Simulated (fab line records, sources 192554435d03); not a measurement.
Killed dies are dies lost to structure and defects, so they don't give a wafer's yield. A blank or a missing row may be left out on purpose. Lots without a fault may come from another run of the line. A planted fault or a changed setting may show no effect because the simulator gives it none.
Which tool did it? | flow n5_finfet | 12 lots, 36 wafers sampled, at 3 steps of a route of 1938

WHAT THE GAUGES READ, wafer by wafer
N5_BEOL_M1_CD_MEAS_18: pitch 36 nm, target cd 18 nm.
lot  | measured     | on        | cd_nm (nm)
L075 | day 6 06:41  | cd_sem-01 | 18.0 17.2 17.8
L077 | day 6 22:22  | cd_sem-02 | 18.0 17.8 17.9
L079 | day 7 10:14  | cd_sem-01 | 17.6 19.0 18.3
L081 | day 7 20:23  | cd_sem-01 | 17.5 18.1 18.0
L083 | day 8 07:36  | cd_sem-01 | 18.0 17.5 18.1
L085 | day 8 19:59  | cd_sem-02 | 18.1 17.9 17.6
L087 | day 9 18:04  | cd_sem-02 | 18.1 16.9 17.7
L090 | day 10 02:59 | cd_sem-03 | 18.1 18.0 17.4
L091 | day 10 13:03 | cd_sem-03 | 18.5 17.4 18.2
L093 | day 10 19:26 | cd_sem-01 | 18.1 18.6 18.3
L095 | day 11 11:28 | cd_sem-01 | 17.9 17.8 18.4
L097 | day 11 23:31 | cd_sem-03 | 18.0 18.0 17.5

WHICH TOOL RAN EACH LOT (tool, then ch and the chambers of the sampled wafers, then the start)
lot  | N5_BEOL_M1_HM_DEP_02         | N5_BEOL_M1_STRIP_66
L075 | pvd_sputter-02, day 6 05:34  | rie_diel-06 ch 0,1,3, day 6 06:27
L077 | pvd_sputter-01, day 6 21:25  | rie_diel-04 ch 0,1, day 6 22:08
L079 | pvd_sputter-03, day 7 09:00  | rie_diel-06 ch 1,2,3, day 7 09:55
L081 | pvd_sputter-03, day 7 19:01  | rie_diel-04 ch 1,2, day 7 20:10
L083 | pvd_sputter-02, day 8 06:31  | rie_diel-04 ch 0,2,3, day 8 07:22
L085 | pvd_sputter-02, day 8 19:03  | rie_diel-04 ch 0,2,3, day 8 19:46
L087 | pvd_sputter-02, day 9 16:46  | rie_diel-02 ch 0,1,3, day 9 17:45
L090 | pvd_sputter-02, day 10 01:48 | rie_diel-04 ch 0,2,3, day 10 02:35
L091 | pvd_sputter-02, day 10 11:50 | rie_diel-04 ch 0,1,3, day 10 12:45
L093 | pvd_sputter-02, day 10 18:22 | rie_diel-02 ch 1,2, day 10 19:12
L095 | pvd_sputter-03, day 11 09:59 | rie_diel-06 ch 1,2,3, day 11 11:14
L097 | pvd_sputter-03, day 11 22:34 | rie_diel-06 ch 2,3, day 11 23:17
- N5_BEOL_M1_HM_DEP_02: deposits TiN, target thk 20 nm.
- N5_BEOL_M1_STRIP_66: strips in CF4.

THE ANSWER, worked out from the rows above alone
Rule: what is usual is taken from the lots themselves. Put in order of their means at a reading, lots are off if they are a third of the lots or fewer, leave a main group of 4 or more, and stand apart from it by a gap of 3 or more times the standard deviation of the main group's means; of several such gaps the widest counts. A main group whose means are all the same, to the digits that the tables above print for the reading, isn't used. A lot without any number at a reading at which 4 lots or more have one is off too. The other lots that the step has rows for count as sound.
No lot is off at any reading shown: from this, nothing can be told.

WHAT THE SIMULATOR HAD PUT IN
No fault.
